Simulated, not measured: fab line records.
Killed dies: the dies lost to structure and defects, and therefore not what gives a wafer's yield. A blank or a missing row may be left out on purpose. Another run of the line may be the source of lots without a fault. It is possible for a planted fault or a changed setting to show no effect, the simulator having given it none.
fab line records	flow n5Finfet
record: lots: 7	wafers: 39
route steps=1938 shown ZERO_LAYER@11 FIN_SAQP@125 SD_EPI_N@278 MOL_CONTACT_COAG@584 BEOL_M3@991 BEOL_M7@1329 BEOL_M10@1488
startH: hours from the record's opening day to when the first of the lot's shown wafers began	waitH: hours elapsed since this lot's preceding step	" as in the row above	L1.1+2: a single row standing in for several wafers	- no value, or no start was given	* or withheld: withheld	< > ~ a bound
route shown NAME@n: names a module that has steps shown in the file, with the first one's number in the route	usual: average and standard deviation across the fault-free wafers	same: alike in all rows	chamber/n: place in a boat	sites: the reading at each site	_std_site: their standard deviation	_edge_site: outer sites' mean less inner sites'	radiusMm: how far each site lies from the wafer's centre	mask NAME#n: copy n	behind: the last tool/chamber to shape the wafer	hold: what put the lot on hold/how long, in hours/how the hold closed	device: transistor that didn't switch, given as n, p or np	end of line: the tests these same wafers got at the end of their route	a step given without rows: its recipe and nothing more	killed: not the wafer's yield, but the dies lost to structure and defects at the first sort	map: the dies of a wafer, with x for killed, . for not killed, _ for no die there
set.NAME: the setting as run; set.NAME@STEP: as run at that earlier step	model.NAME: the simulator's own value behind a step, which no gauge read
lots with deliberately changed settings; one table per step, one row per wafer
== steps ==
step: N5_ZERO_LAYER_DEVELOP_10
recipe: developTimeS: 60	rinseLiquid: diw	dry: airSpin	devTempC: 21
lot.wafer	tool	chamber	startH	waitH	set.developTimeS
L075.1+3+6	lithoTrack-02	0	-	-	60
L075.2+4+5	"	0	"	"	80.49
L077.1+2+3+4+5+6	lithoTrack-03	0	-	-	60
L079.1+2+3	lithoTrack-03	0	-	-	60
L079.4+5+6	"	0	"	"	35.7
L088.1+4+6	lithoTrack-03	0	-	-	50.61
L088.2+3+5	"	0	"	"	60
L089.1+3+5	lithoTrack-03	0	-	-	30.79
L089.2+4+6	"	0	"	"	60
L090.1+4+5	lithoTrack-02	0	-	-	47.04
L090.2+3+6	"	0	"	"	60
L093.4+5+6	lithoTrack-02	0	-	-	60
step: N5_ZERO_LAYER_HARDBAKE_23
recipe: tempC: 130	timeS: 120
step: N5_ZERO_LAYER_CD_MEAS_11
recipe: targetCdNm: 2000	landingEnergyEv: 500	detector: seInlens
usual: cdNm: 2001.1/2.7
lot.wafer	tool	chamber	startH	waitH	set.developTimeS@ZERO_LAYER_DEVELOP_10	cdNm
L075.1	cdSem-02	0	18.77	-	60	1998.1
L075.2	"	0	"	"	80.49	2004.9
L075.3	"	0	"	"	60	2002.5
L075.4	"	0	"	"	80.49	2005.5
L075.5	"	0	"	"	80.49	2007.9
L075.6	"	0	"	"	60	2001.3
L077.1	cdSem-03	0	30.79	-	60	2004.7
L077.2	"	0	"	"	60	2002.2
L077.3	"	0	"	"	60	1999.8
L077.4	"	0	"	"	60	2002.3
L077.5	"	0	"	"	60	2002.7
L077.6	"	0	"	"	60	2003.5
L079.1	cdSem-01	0	42.65	-	60	2003.5
L079.2	"	0	"	"	60	2002.1
L079.3	"	0	"	"	60	2000.7
L079.4	"	0	"	"	35.7	1987.7
L079.5	"	0	"	"	35.7	1990.0
L079.6	"	0	"	"	35.7	1992.0
L088.1	cdSem-01	0	96.64	-	50.61	2001.5
L088.2	"	0	"	"	60	2005.5
L088.3	"	0	"	"	60	2000.7
L088.4	"	0	"	"	50.61	1996.0
L088.5	"	0	"	"	60	2002.4
L088.6	"	0	"	"	50.61	1999.4
L089.1	cdSem-02	0	102.66	-	30.79	1987.3
L089.2	"	0	"	"	60	2004.6
L089.3	"	0	"	"	30.79	1990.8
L089.4	"	0	"	"	60	2005.1
L089.5	"	0	"	"	30.79	1990.5
L089.6	"	0	"	"	60	2006.2
L090.1	cdSem-01	0	108.64	-	47.04	1995.9
L090.2	"	0	"	"	60	1999.5
L090.3	"	0	"	"	60	2000.5
L090.4	"	0	"	"	47.04	1995.6
L090.5	"	0	"	"	47.04	1992.4
L090.6	"	0	"	"	60	1998.9
L093.4	cdSem-01	0	126.78	-	60	2001.8
L093.5	"	0	"	"	60	2002.5
L093.6	"	0	"	"	60	2000.1
step: N5_ZERO_LAYER_DESCUM_16
recipe: chemistry: O2	timeS: 7.9	sourcePowerW: 50	biasPowerW: 20	pressureMtorr: 20	rfFrequencyHz: 2.712e+07	tempC: 40	o2FlowSccm: 225
lot.wafer	tool	chamber	startH	waitH	set.developTimeS@ZERO_LAYER_DEVELOP_10	model.ZERO_LAYER.cdNm
L075.1	rieDiel-06	0	18.81	0.0	60	1998
L075.2+4	"	1,2	"	"	80.49	2005
L075.3	"	3	"	"	60	2003
L075.5	"	3	"	"	80.49	2008
L075.6	"	2	"	"	60	2001
L077.1	rieDiel-01	2	30.83	0.0	60	2005
L077.2+4+5	"	1,3,1	"	"	60	2002
L077.3	"	0	"	"	60	2000
L077.6	"	0	"	"	60	2003
L079.1	rieDiel-01	2	42.68	0.0	60	2004
L079.2	"	3	"	"	60	2002
L079.3	"	0	"	"	60	2001
L079.4	"	1	"	"	35.7	1988
L079.5	"	1	"	"	35.7	1990
L079.6	"	2	"	"	35.7	1992
L088.1	rieDiel-06	3	96.71	0.1	50.61	2001
L088.2	"	2	"	"	60	2005
L088.3	"	1	"	"	60	2001
L088.4	"	0	"	"	50.61	1996
L088.5	"	2	"	"	60	2002
L088.6	"	3	"	"	50.61	1999
L089.1	rieDiel-01	0	102.70	0.0	30.79	1988
L089.2+4	"	3,2	"	"	60	2005
L089.3+5	"	1	"	"	30.79	1991
L089.6	"	0	"	"	60	2006
L090.1+4	rieDiel-02	3,1	108.68	0.0	47.04	1996
L090.2+6	"	2	"	"	60	1999
L090.3	"	0	"	"	60	2001
L090.5	"	1	"	"	47.04	1993
L093.4	rieDiel-01	2	127.04	0.3	60	2002
L093.5	"	0	"	"	60	2003
L093.6	"	3	"	"	60	2000
step: N5_FIN_SAQP_SPACER1_ALD_24
recipe: material: SiO2	targetThkA: 203	tempC: 300	aldPrecursorFamily: BDEAS	aldCoReactant: O2-plasma	pulseTimeS: 1	purgeTimeS: 2	coReactantPurgeTimeS: 2	aldCycles: 218	pressureTorr: 2
lot.wafer	tool	chamber	startH	waitH	set.aldCycles	model.SiO2_of_FIN_SAQP_SPACER1_ALD_24.thkNm
L075.1+5	aldSin-04	0,3	29.13	0.3	218	20.2
L075.2	"	2	"	"	218	20.4
L075.3	"	3	"	"	255	23.8
L075.4	"	1	"	"	255	23.6
L075.6	"	2	"	"	255	24
L077.1+4	aldSin-02	3,0	41.57	0.3	218	20.2
L077.2+5	"	1	"	"	333	31
L077.3	"	2	"	"	333	30.8
L077.6	"	0	"	"	218	20.4
L079.1+3+4+6	aldSin-01	1,0,2,0	52.63	0.3	218	20.4
L079.2+5	"	3,1	"	"	218	20.2
L088.1+3	aldSin-01	3,0	106.93	0.8	161	15
L088.2	"	2	"	"	161	15.2
L088.4+5+6	"	1,0,1	"	"	218	20.2
L089.1	aldSin-01	2	112.91	0.3	102	9.8
L089.2+3+5	"	0,3,2	"	"	218	20.4
L089.4	"	1	"	"	102	9.4
L089.6	"	1	"	"	102	9.6
L090.1	aldSin-02	0	118.84	0.3	161	14.6
L090.2+6	"	3	"	"	218	20.2
L090.3+4	"	1,2	"	"	161	14.8
L090.5	"	2	"	"	218	20
L093.4+5	aldSin-01	1	136.67	0.1	218	20.2
L093.6	"	2	"	"	218	20.4
step: N5_FIN_SAQP_SPACER1_ETCHBACK_25
recipe: chemistry: CHF3/O2	mode: anisotropicEtchback	target: SiO2	targetDepthA: 244	timeS: 12.2	pressureMtorr: 30	sourceW: 650	biasW: 170	Ar_flow_sccm: 200	CHF3_flow_sccm: 50	O2_flow_sccm: 5	ionEnergyEv: 200
step: N5_FIN_SAQP_MANDREL1_REMOVE_56
recipe: chemistry: HBr/Cl2/O2	btTimeS: 10	target: a-Si	stopOn: SiNx	endpoint: OES-SiCl	overEtchFrac: 1	icpW: 600	biasW: 22	HBr_flow_sccm: 150	Cl2_flow_sccm: 80	O2_flow_sccm: 5	pressureMtorr: 10
lot.wafer	tool	chamber	startH	waitH	set.aldCycles@FIN_SAQP_SPACER1_ALD_24	model.FIN_SAQP.cdNm
L075.1+5	rieSi-06	3,2	29.95	0.1	218	20
L075.2	"	1	"	"	218	20.4
L075.3	"	0	"	"	255	23.8
L075.4	"	2	"	"	255	23.4
L075.6	"	1	"	"	255	24
L077.1	rieSi-06	3	42.38	0.1	218	20.2
L077.2	"	0	"	"	333	31
L077.3	"	1	"	"	333	30.6
L077.4	"	2	"	"	218	19.8
L077.5	"	0	"	"	333	30.8
L077.6	"	1	"	"	218	20
L079.1+2+4+5	rieSi-06	2,0,1,0	53.44	0.1	218	20.2
L079.3+6	"	3	"	"	218	20.4
L088.1+2+3	rieSi-03	2,1,0	107.73	0.1	161	15
L088.4+6	"	3	"	"	218	20
L088.5	"	0	"	"	218	20.2
L089.1	rieSi-06	0	113.72	0.1	102	9.6
L089.2+3+5	"	3,2,1	"	"	218	20.4
L089.4+6	"	1,0	"	"	102	9.4
L090.1+4	rieSi-06	3,1	119.65	0.1	161	14.6
L090.2+6	"	2,3	"	"	218	20
L090.3	"	0	"	"	161	14.8
L090.5	"	2	"	"	218	19.8
L093.4+5	rieSi-04	2,1	137.51	0.1	218	20.2
L093.6	"	3	"	"	218	20.6
step: N5_FIN_SAQP_CD_MEAS_27
recipe: targetCdNm: 20	landingEnergyEv: 1000	detector: seInlens	polarity: line
usual: cdNm: 20.18/0.27
lot.wafer	tool	chamber	startH	waitH	set.aldCycles@FIN_SAQP_SPACER1_ALD_24	cdNm
L075.1	cdSem-01	0	30.06	0.1	218	19.97
L075.2	"	0	"	"	218	20.13
L075.3	"	0	"	"	255	23.81
L075.4	"	0	"	"	255	23.39
L075.5	"	0	"	"	218	20.02
L075.6	"	0	"	"	255	24.04
L077.1	cdSem-02	0	42.49	0.1	218	20.03
L077.2	"	0	"	"	333	30.73
L077.3	"	0	"	"	333	30.68
L077.4	"	0	"	"	218	20.04
L077.5	"	0	"	"	333	30.36
L077.6	"	0	"	"	218	20.17
L079.1	cdSem-02	0	53.55	0.1	218	20.18
L079.2	"	0	"	"	218	20.54
L079.3	"	0	"	"	218	20.89
L079.4	"	0	"	"	218	20.37
L079.5	"	0	"	"	218	20.30
L079.6	"	0	"	"	218	20.55
L088.1	cdSem-01	0	107.84	0.1	161	15.13
L088.2	"	0	"	"	161	15.11
L088.3	"	0	"	"	161	14.96
L088.4	"	0	"	"	218	20.50
L088.5	"	0	"	"	218	19.97
L088.6	"	0	"	"	218	19.89
L089.1	cdSem-02	0	113.83	0.1	102	9.84
L089.2	"	0	"	"	218	20.36
L089.3	"	0	"	"	218	20.23
L089.4	"	0	"	"	102	9.59
L089.5	"	0	"	"	218	20.41
L089.6	"	0	"	"	102	9.02
L090.1	cdSem-03	0	119.76	0.1	161	14.81
L090.2	"	0	"	"	218	19.97
L090.3	"	0	"	"	161	14.87
L090.4	"	0	"	"	161	14.46
L090.5	"	0	"	"	218	20.21
L090.6	"	0	"	"	218	19.90
L093.4	cdSem-02	0	137.59	0.0	218	20.18
L093.5	"	0	"	"	218	20.49
L093.6	"	0	"	"	218	20.81
step: N5_SD_EPI_N_ETCH_45
recipe: chemistry: CH3F/O2	target: SiOCN	targetDepthA: 60	maskMaterial: SOC	ionEnergyEv: 60	biasW: 29	pressureMtorr: 15	sourceW: 410	Ar_flow_sccm: 150	CH3F_flow_sccm: 30	O2_flow_sccm: 20
lot.wafer	tool	chamber	startH	waitH	set.targetDepthA	model.etch.depthNm
L075.1	rieDiel-05	2	54.86	0.1	73.87	7.546
L075.2	"	0	"	"	60	5.795
L075.3	"	3	"	"	73.87	7.652
L075.4	"	0	"	"	60	5.817
L075.5	"	2	"	"	73.87	7.519
L075.6	"	3	"	"	60	6.2
L077.1	rieDiel-03	0	67.72	0.1	41.77	4.395
L077.2	"	3	"	"	41.77	4.171
L077.3	"	1	"	"	41.77	4.273
L077.4	"	0	"	"	60	6.259
L077.5	"	1	"	"	60	6.154
L077.6	"	3	"	"	60	5.962
L079.1	rieDiel-04	0	77.60	0.1	60	5.936
L079.2	"	2	"	"	60	5.839
L079.3	"	3	"	"	92.22	9.522
L079.4	"	1	"	"	92.22	8.938
L079.5	"	3	"	"	92.22	9.545
L079.6	"	2	"	"	60	5.837
L088.1	rieDiel-04	3	133.76	0.1	95.26	9.702
L088.2	"	1	"	"	60	5.68
L088.3	"	2	"	"	95.26	9.071
L088.4	"	2	"	"	60	5.733
L088.5	"	3	"	"	60	6.152
L088.6	"	1	"	"	95.26	9.063
L089.1	rieDiel-03	1	139.55	0.1	41.39	4.184
L089.2	"	0	"	"	60	6.292
L089.3	"	2	"	"	41.39	4.286
L089.4	"	3	"	"	41.39	4.108
L089.5	"	0	"	"	60	6.337
L089.6	"	1	"	"	60	6.126
L090.1	rieDiel-03	0	145.70	0.1	60	6.36
L090.2	"	2	"	"	60	6.176
L090.3	"	3	"	"	60	5.956
L090.4	"	1	"	"	60	6.133
L090.5	"	2	"	"	60	6.184
L090.6	"	1	"	"	60	6.121
L093.4	rieDiel-05	2	162.48	0.1	60	6.015
L093.5	"	3	"	"	60	6.183
L093.6	"	0	"	"	60	5.956
step: N5_MOL_CONTACT_COAG_ETCHBACK_135
recipe: chemistry: CHF3	target: SiO2	targetDepthA: 250	timeS: 16.7	ionEnergyEv: 200	pressureMtorr: 30	sourceW: 610	biasW: 170	Ar_flow_sccm: 200	CHF3_flow_sccm: 50
lot.wafer	tool	chamber	startH	waitH	set.timeS	model.SOC_of_MOL_CONTACT_COAG_COAT_75.thkNm
L075.1+3	rieDiel-05	1,2	104.61	0.0	16.7	57.6
L075.2	"	3	"	"	16.7	57.4
L075.4+5+6	"	0,2,3	"	"	10.53	58.8
L077.1+5	rieDiel-03	2,3	120.01	0.0	11.41	58
L077.2+3	"	0,1	"	"	16.7	57.4
L077.4	"	3	"	"	11.41	58.2
L077.6	"	0	"	"	16.7	57.2
L079.1	rieDiel-05	2	128.81	0.0	16.7	57.4
L079.2	"	3	"	"	26.38	55.6
L079.3+4	"	1	"	"	26.38	55.8
L079.5	"	2	"	"	16.7	57
L079.6	"	3	"	"	16.7	57.2
L088.1	rieDiel-04	2	182.82	0.0	16.7	57.8
L088.2	"	1	"	"	26.05	56.4
L088.3	"	0	"	"	26.05	56
L088.4	"	2	"	"	26.05	56.2
L088.5	"	1	"	"	16.7	58
L088.6	"	0	"	"	16.7	57.6
L089.1+2+4	rieDiel-05	0,2,0	191.25	0.0	16.7	57.4
L089.3+6	"	3,2	"	"	25.9	55.8
L089.5	"	3	"	"	25.9	56
L090.1+2+4	rieDiel-03	0,2,1	195.35	0.0	23.69	56.2
L090.3+5+6	"	3,0,1	"	"	16.7	57.4
L093.4+5	rieDiel-04	2,1	210.75	0.0	16.7	58
L093.6	"	0	"	"	16.7	57.8
step: N5_BEOL_M3_ALD_84
recipe: material: TaN	targetThkA: *	tempC: 275	aldPrecursorFamily: PDMAT	aldCoReactant: NH3	pressureTorr: 3	carrierFlowSccm: 1500	pulseTimeS: 2	purgeTimeS: 3	coReactantPurgeTimeS: 2	coReactantPulseTimeS: 3	aldCycles: 30	precursorVesselTempC: 75	precursorVesselPressureTorr: 26.25	precursorVesselCarrierSccm: 1000
lot.wafer	tool	chamber	startH	waitH	set.aldCycles	model.TaN_of_BEOL_M3_ALD_84.thkNm
L075.1+4+5	aldMetal-02	1,3,3	158.46	0.2	30	*
L075.2+3+6	"	2,0,0	"	"	37	*
L077.1+3+6	aldMetal-02	3,0,2	167.01	0.1	44	*
L077.2+4+5	"	1,2,1	"	"	30	*
L079.1+3+4	aldMetal-03	3,1,0	180.30	0.1	46	*
L079.2+5	"	2,1	"	"	30	*
L079.6	"	0	"	"	30	*
L088.1+3+4	aldMetal-02	0,2,3	238.21	0.1	44	*
L088.2+5	"	1,0	"	"	30	*
L088.6	"	3	"	"	30	*
L089.1+3+5	aldMetal-03	0,3,2	241.25	0.0	47	*
L089.2+4+6	"	1,2,1	"	"	30	*
L090.1+5+6	aldMetal-04	2,0,1	241.82	0.2	30	*
L090.2+3+4	"	3,0,1	"	"	35	*
L093.4+5+6	aldMetal-02	3,2,3	261.50	0.0	30	*
step: N5_BEOL_M7_DEP_56
recipe: material: SiCN	targetThkA: 100	tempC: withheld	precursor: 3MS/NH3	pressureTorr: 3	rfW: 202	timeS: 17.5
lot.wafer	tool	chamber	startH	waitH	set.timeS	model.SiCN_of_BEOL_M7_DEP_56.thkNm
L075.1+4	pecvd-01	1	206.48	0.0	10.38	5.8
L075.2	"	0	"	"	17.5	9.8
L075.3+5	"	2	"	"	17.5	10
L075.6	"	0	"	"	10.38	6
L077.1+2+5	pecvd-04	0,2,0	212.61	0.0	17.5	9.6
L077.3	"	1	"	"	10.37	5.8
L077.4	"	2	"	"	10.37	6
L077.6	"	1	"	"	10.37	6.2
L079.1	pecvd-04	0	226.21	0.0	12.69	6.8
L079.2	"	1	"	"	17.5	10.2
L079.3	"	2	"	"	12.69	7.2
L079.4+6	"	2,0	"	"	17.5	10
L079.5	"	1	"	"	12.69	7.4
L088.1	pecvd-03	0	285.40	0.0	17.5	9.6
L088.2+3+6	"	2,0,0	"	"	26.03	14.6
L088.4	"	2	"	"	17.5	10
L088.5	"	2	"	"	17.5	9.8
L089.1+5+6	pecvd-01	1,1,2	287.46	0.0	17.5	10.2
L089.2+4	"	0	"	"	17.5	9.8
L089.3	"	2	"	"	17.5	10
L090.1+2+4	pecvd-01	1,2,1	287.74	0.0	17.5	10
L090.3	"	0	"	"	17.5	9.6
L090.5	"	2	"	"	17.5	10.2
L090.6	"	0	"	"	17.5	9.8
L093.4+6	pecvd-01	1,2	308.32	0.0	17.5	10.2
L093.5	"	0	"	"	17.5	10
step: N5_BEOL_M10_ETCH_62
recipe: chemistry: N2/H2	target: SOC	targetDepthA: 1100	overetchA: 220	maskMaterial: SiARC	tempC: 40	timeS: 165	ionEnergyEv: 200	pressureMtorr: 30	sourceW: 840	biasW: 150	n2FlowSccm: 200	h2FlowSccm: 200
lot.wafer	tool	chamber	startH	waitH	set.timeS	model.SiARC_of_BEOL_M10_COAT_60.thkNm
L075.1+5	rieDiel-04	1	225.99	0.0	165	23.8
L075.2	"	3	"	"	165	23
L075.3+6	"	2	"	"	165	24
L075.4	"	0	"	"	165	23.2
L077.1+5	rieDiel-05	0	235.17	0.0	165	23.6
L077.2+3+6	"	1,2,1	"	"	115.5	25.4
L077.4	"	3	"	"	165	23.2
L079.1	rieDiel-04	2	242.84	0.0	115.8	25.6
L079.2	"	1	"	"	165	23.6
L079.3	"	3	"	"	165	22.8
L079.4	"	0	"	"	115.8	25.2
L079.5	"	3	"	"	115.8	24.8
L079.6	"	0	"	"	165	23
L088.1+2	rieDiel-05	3,1	308.34	0.0	212.6	21.6
L088.3	"	0	"	"	165	23.8
L088.4	"	2	"	"	165	23.6
L088.5	"	2	"	"	212.6	21.8
L088.6	"	3	"	"	165	23.4
L090.1+3+6	rieDiel-05	2,0,0	308.59	0.0	165	23.6
L090.2+4+5	"	1,3,3	"	"	165	23.4
L089.1+3+6	rieDiel-05	0,2,2	308.85	0.0	165	23.6
L089.2+4+5	"	1,3,3	"	"	165	23.4
L093.4+6	rieDiel-03	1,2	332.65	0.0	165	23.2
L093.5	"	1	"	"	165	23.4
step: N5_BEOL_M10_DEP_56
recipe: material: SiCN	targetThkA: 150	tempC: withheld	precursor: 3MS/NH3	pressureTorr: 3	rfW: 202	timeS: 26.5
lot.wafer	tool	chamber	startH	waitH	set.targetThkA	model.SiCN_of_BEOL_M10_DEP_56.thkNm
L075.1+3+5	pecvd-04	1,2,0	231.76	0.0	150	15.2
L075.2	"	0	"	"	105.9	10.4
L075.4	"	1	"	"	105.9	10.8
L075.6	"	2	"	"	105.9	11.2
L077.1+6	pecvd-03	0,1	239.37	0.0	150	15
L077.2+5	"	2,0	"	"	79.65	8
L077.3	"	1	"	"	79.65	7.6
L077.4	"	2	"	"	150	15.2
L079.1+6	pecvd-03	0	248.19	0.0	150	15
L079.2	"	1	"	"	239	23.6
L079.3	"	2	"	"	150	15.2
L079.4+5	"	1,2	"	"	239	24.2
L088.1	pecvd-02	0	314.21	0.0	191.8	18.6
L088.2+4	"	2,1	"	"	150	14.8
L088.3	"	1	"	"	150	14.6
L088.5	"	0	"	"	191.8	19
L088.6	"	2	"	"	191.8	19.2
L090.1	pecvd-02	1	314.49	0.0	201.1	19.8
L090.2	"	2	"	"	150	15.2
L090.3	"	0	"	"	150	14.8
L090.4	"	2	"	"	201.1	20.6
L090.5	"	0	"	"	201.1	20.2
L090.6	"	1	"	"	150	15
L089.1+4	pecvd-03	2,0	314.77	0.0	150	15
L089.2	"	0	"	"	182.3	18
L089.3	"	2	"	"	150	15.2
L089.5	"	2	"	"	182.3	18.4
L089.6	"	0	"	"	182.3	18.2
L093.4+5	pecvd-04	1,0	336.30	0.0	150	15
L093.6	"	2	"	"	150	15.2
== key ==
split: step: N5_ZERO_LAYER_DEVELOP_10	setting: developTimeS	stated: 60	by: wafer
response: step: N5_ZERO_LAYER_CD_MEAS_11	reading: cdNm	change: +0.275	per: 1%	r: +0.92
response: step: N5_ZERO_LAYER_DESCUM_16	reading: model.ZERO_LAYER.cdNm	change: +0.274	per: 1%	r: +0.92
split: step: N5_FIN_SAQP_SPACER1_ALD_24	setting: aldCycles	stated: 218	by: wafer
response: step: N5_FIN_SAQP_SPACER1_ALD_24	reading: model.SiO2_of_FIN_SAQP_SPACER1_ALD_24.thkNm	change: +0.203	per: 1%	r: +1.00
response: step: N5_FIN_SAQP_MANDREL1_REMOVE_56	reading: model.FIN_SAQP.cdNm	change: +0.204	per: 1%	r: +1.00
response: step: N5_FIN_SAQP_CD_MEAS_27	reading: cdNm	change: +0.202	per: 1%	r: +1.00
split: step: N5_SD_EPI_N_ETCH_45	setting: targetDepthA	stated: 60	by: wafer
response: step: N5_SD_EPI_N_ETCH_45	reading: model.etch.depthNm	change: +0.0622	per: 1%	r: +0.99
split: step: N5_MOL_CONTACT_COAG_ETCHBACK_135	setting: timeS	stated: 16.7	by: wafer
response: step: N5_MOL_CONTACT_COAG_ETCHBACK_135	reading: model.SOC_of_MOL_CONTACT_COAG_COAT_75.thkNm	change: -0.0278	per: 1%	r: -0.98
split: step: N5_BEOL_M3_ALD_84	setting: aldCycles	stated: 30	by: wafer
response: step: N5_BEOL_M3_ALD_84	reading: model.TaN_of_BEOL_M3_ALD_84.thkNm	change: *	per: 1%	r: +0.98
split: step: N5_BEOL_M7_DEP_56	setting: timeS	stated: 17.5	by: wafer
response: step: N5_BEOL_M7_DEP_56	reading: model.SiCN_of_BEOL_M7_DEP_56.thkNm	change: +0.0972	per: 1%	r: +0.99
split: step: N5_BEOL_M10_ETCH_62	setting: timeS	stated: 165	by: wafer
response: step: N5_BEOL_M10_ETCH_62	reading: model.SiARC_of_BEOL_M10_COAT_60.thkNm	change: -0.0669	per: 1%	r: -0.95
split: step: N5_BEOL_M10_DEP_56	setting: targetThkA	stated: 150	by: wafer
response: step: N5_BEOL_M10_DEP_56	reading: model.SiCN_of_BEOL_M10_DEP_56.thkNm	change: +0.151	per: 1%	r: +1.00
